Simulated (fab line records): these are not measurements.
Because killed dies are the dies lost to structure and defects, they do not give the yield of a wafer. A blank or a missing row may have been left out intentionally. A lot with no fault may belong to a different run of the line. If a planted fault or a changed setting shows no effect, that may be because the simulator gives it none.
Which of the tools did it? || flow nand harc || 11 lots with 33 wafers sampled at 3 steps, on a route of 1159 steps

WHAT THE GAUGES READ, wafer by wafer
NHARC_P_CONTACT_CD_MEAS_12: target cd 90 nm.
{"lot": "L821", "measured": "day 5 07:29", "on": "cd sem-03", "cd nm (nm)": "89.8 89.0 89.3"}
{"lot": "L824", "measured": "day 6 03:19", "on": "cd sem-01", "cd nm (nm)": "90.6 90.1 89.8"}
{"lot": "L825", "measured": "day 6 23:39", "on": "cd sem-01", "cd nm (nm)": "90.3 89.6 89.6"}
{"lot": "L830", "measured": "day 7 17:37", "on": "cd sem-02", "cd nm (nm)": "90.3 90.1 90.9"}
{"lot": "L832", "measured": "day 8 19:13", "on": "cd sem-02", "cd nm (nm)": "82.8 83.7 83.0"}
{"lot": "L833", "measured": "day 9 01:13", "on": "cd sem-03", "cd nm (nm)": "84.1 84.5 83.5"}
{"lot": "L837", "measured": "day 9 13:28", "on": "cd sem-03", "cd nm (nm)": "90.7 89.6 90.3"}
{"lot": "L838", "measured": "day 9 21:43", "on": "cd sem-02", "cd nm (nm)": "90.1 89.7 89.7"}
{"lot": "L841", "measured": "day 10 13:28", "on": "cd sem-02", "cd nm (nm)": "90.6 90.9 91.2"}
{"lot": "L844", "measured": "day 11 00:22", "on": "cd sem-01", "cd nm (nm)": "90.5 90.1 90.1"}
{"lot": "L843", "measured": "day 11 01:04", "on": "cd sem-01", "cd nm (nm)": "90.5 89.4 89.8"}

WHICH TOOL RAN EACH LOT (tool, then ch and the chambers of the sampled wafers, then the start)
{"lot": "L821", "NHARC_P_GATE_STRIP_113": "plasma asher-02 ch 0,1, day 5 03:40", "NHARC_P_CONTACT_PEB_10": "litho track-06 ch 0, day 5 07:25"}
{"lot": "L824", "NHARC_P_GATE_STRIP_113": "plasma asher-01 ch 0,1, day 5 23:17", "NHARC_P_CONTACT_PEB_10": "litho track-04 ch 0, day 6 03:14"}
{"lot": "L825", "NHARC_P_GATE_STRIP_113": "plasma asher-02 ch 0,1, day 6 19:25", "NHARC_P_CONTACT_PEB_10": "litho track-06 ch 0, day 6 23:34"}
{"lot": "L830", "NHARC_P_GATE_STRIP_113": "plasma asher-01 ch 0,1, day 7 13:28", "NHARC_P_CONTACT_PEB_10": "litho track-04 ch 0, day 7 17:32"}
{"lot": "L832", "NHARC_P_GATE_STRIP_113": "plasma asher-02 ch 0,1, day 8 15:12", "NHARC_P_CONTACT_PEB_10": "litho track-06 ch 0, day 8 19:08"}
{"lot": "L833", "NHARC_P_GATE_STRIP_113": "plasma asher-01 ch 0,1, day 8 21:18", "NHARC_P_CONTACT_PEB_10": "litho track-06 ch 0, day 9 01:08"}
{"lot": "L837", "NHARC_P_GATE_STRIP_113": "plasma asher-01 ch 0,1, day 9 09:27", "NHARC_P_CONTACT_PEB_10": "litho track-04 ch 0, day 9 13:22"}
{"lot": "L838", "NHARC_P_GATE_STRIP_113": "plasma asher-02 ch 0,1, day 9 17:28", "NHARC_P_CONTACT_PEB_10": "litho track-04 ch 0, day 9 21:38"}
{"lot": "L841", "NHARC_P_GATE_STRIP_113": "plasma asher-02 ch 0,1, day 10 09:22", "NHARC_P_CONTACT_PEB_10": "litho track-01 ch 0, day 10 13:23"}
{"lot": "L844", "NHARC_P_GATE_STRIP_113": "plasma asher-02 ch 0,1, day 10 20:13", "NHARC_P_CONTACT_PEB_10": "litho track-01 ch 0, day 11 00:17"}
{"lot": "L843", "NHARC_P_GATE_STRIP_113": "plasma asher-01 ch 0,1, day 10 20:51", "NHARC_P_CONTACT_PEB_10": "litho track-04 ch 0, day 11 00:59"}
- NHARC_P_GATE_STRIP_113: strips in N2/H2, time 740 s.
- NHARC_P_CONTACT_PEB_10: peb time 65 s.

THE ANSWER, worked out from the rows above alone
Rule: what is usual is taken from the lots themselves. Put in order of their means at a reading, lots are off if they are a third of the lots or fewer, leave a main group of 4 or more, and stand apart from it by a gap of 3 or more times the standard deviation of the main group's means; of several such gaps the widest counts. A main group is skipped when, at the precision printed for the reading in the tables above, its means are all equal. Also off: a lot with no number at a reading for which 4 or more lots have one. All remaining lots with rows at the step are treated as sound.
Off: L832, L833 (NHARC_P_CONTACT_CD_MEAS_12, cd nm). The main group: mean 90.1 nm, standard deviation 0.41.
A tool fits if, at a process step before that reading, it ran every lot that is off, and no sound lot after the first of them. Those tools and the gauges at NHARC_P_CONTACT_CD_MEAS_12 are tried in the same way. One candidate fits, namely litho track-06 at NHARC_P_CONTACT_PEB_10. A fault onset in the window from L825 (day 6 23:34, its last sound lot) to L832 (day 8 19:08, its first lot off) fits.

WHAT THE SIMULATOR HAD INSERTED
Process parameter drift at NHARC_P_CONTACT_PEB_10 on litho track-06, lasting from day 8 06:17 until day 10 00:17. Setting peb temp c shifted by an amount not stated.
Lots struck among those shown: L832, L833. Same finding as the rule above.
